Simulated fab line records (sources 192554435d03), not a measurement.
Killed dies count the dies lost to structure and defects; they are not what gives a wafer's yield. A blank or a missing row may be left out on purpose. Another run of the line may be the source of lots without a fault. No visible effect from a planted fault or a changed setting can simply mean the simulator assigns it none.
Split-lot study -- flow n5-finfet -- route with 1938 steps; 7 lots, 21 wafers read

THE SPLIT ITSELF
At N5_BEOL_M5_COAT_74 (time 60 s, resist thk 5 nm), the setting spin-rpm was moved away from the recipe's 1500 rpm on 8 of the 21 wafers read, by -7.7% to +10.9%. The other wafers ran this setting at the recipe's value.

FROM THE SPLIT TO THE READING: what the file shows between them, 4 steps
- N5_BEOL_M5_COAT_22: resist thk 30 nm
- N5_BEOL_M5_EBR_24
- N5_BEOL_M5_DESCUM_33: chemistry O2, time 7 s
- N5_BEOL_M5_ETCH_75: etches underlayer in N2/H2, target depth 6.5 nm, time 5.2 s

THE READING
CAR-EUV_of_BEOL_M5_COAT_22.thk-nm (the simulator's own value, which no gauge read), in nm, at N5_BEOL_M5_ETCH_67 (etches SiARC in CF4, target depth 15.6 nm, time 26 s). No usual value for it is given in the file. Average 11.1 nm, standard deviation 0.1 nm, over the 13 wafers here run with the recipe.

wafer,"tool, chamber at the split","spin-rpm as run, rpm",against the recipe,"CAR-EUV_of_BEOL_M5_COAT_22.thk-nm, nm",against lot-mates on the recipe
L077.2,"litho-track-01, 0",1385,-7.7%,10.8,no lot-mate on the recipe
L077.4,"litho-track-01, 0",1385,-7.7%,11,no lot-mate on the recipe
L077.6,"litho-track-01, 0",1385,-7.7%,11,no lot-mate on the recipe
L079.1,"litho-track-03, 0",1664,+10.9%,11.4,+0.4
L079.3,"litho-track-03, 0",1664,+10.9%,11.4,+0.4
L079.6,"litho-track-03, 0",1500,recipe,11,-
L081.4,"litho-track-01, 0",1500,recipe,11,-
L081.5,"litho-track-01, 0",1500,recipe,11,-
L081.6,"litho-track-01, 0",1601,+6.7%,11.2,+0.2
L083.2,"litho-track-03, 0",1500,recipe,11,-
L083.3,"litho-track-03, 0",1500,recipe,11,-
L083.6,"litho-track-03, 0",1500,recipe,11,-
L086.1,"litho-track-01, 0",1500,recipe,11.2,-
L086.4,"litho-track-01, 0",1642,+9.5%,11.4,+0.2
L086.6,"litho-track-01, 0",1642,+9.5%,11.4,+0.2
L088.1,"litho-track-02, 0",1500,recipe,11.2,-
L088.3,"litho-track-02, 0",1500,recipe,11.2,-
L088.6,"litho-track-02, 0",1500,recipe,11.2,-
L092.2,"litho-track-03, 0",1500,recipe,11.2,-
L092.4,"litho-track-03, 0",1500,recipe,11.2,-
L092.5,"litho-track-03, 0",1500,recipe,11.2,-

THE FIT
A straight line over all 21 wafers: CAR-EUV_of_BEOL_M5_COAT_22.thk-nm changes by +0.0257 nm for each +1% of spin-rpm; r = +0.84; the points scatter about the line by 0.094 nm.
The same after taking each lot's own level away (the mean of its wafers on the recipe; 18 wafers): +0.0301 nm for each +1%; r = +0.96; scatter 0.039 nm.
According to that fit, moving spin-rpm by its largest amount changes the reading by 0.33 nm.
Measured against the standard deviation above, the lots' own levels, which go from 11.00 to 11.20 nm, span 2.0 times it.
Hence the slope depends on the lot-to-lot level, as the two fits are not the same.
Check: +0.302 nm against its lot-mates is what the line predicts for one of the wafers moved furthest among these (+10.9%) when that wafer is left out of the fit. Against them it came out at +0.4 nm.

THE OTHER SPLITS THESE WAFERS WENT THROUGH
Before the reading, these wafers also passed through other splits. Each is held against what the fit with the lots' levels taken away leaves over:
other split on the same wafers,wafers away from the commonest value,r with CAR-EUV_of_BEOL_M5_COAT_22.thk-nm (lot level and that fit taken away)
N5_BEOL_M2_TRENCH_ETCH_37 time-s,8,+0.62
N5_BEOL_M3_ETCH_41 target-depth-a,9,+0.27
N5_BEOL_M4_EXPOSE_25 dose-mj,4,+0.01
N5_BEOL_M4_DESCUM_33 time-s,5,+0.11
N5_BEOL_M5_ETCH_72 bias-w,9,+0.69

THE WHOLE CHAIN: every reading that the file lists as answering this split, in the file's order
step,what it does,reading,change (the file's fit),r (the file's)
N5_BEOL_M5_ETCH_75,"etches underlayer in N2/H2, target depth 6.5 nm, time 5.2 s","etch.depth-nm (the simulator's own value, which no gauge read)",-0.0236 nm for each +1% of the setting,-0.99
N5_BEOL_M5_ETCH_67,"etches SiARC in CF4, target depth 15.6 nm, time 26 s","CAR-EUV_of_BEOL_M5_COAT_22.thk-nm (the simulator's own value, which no gauge read)",+0.0299 nm for each +1% of the setting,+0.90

FILE'S OWN FIT
CAR-EUV_of_BEOL_M5_COAT_22.thk-nm changes by +0.0299 nm for each +1% of spin-rpm, r = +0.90.
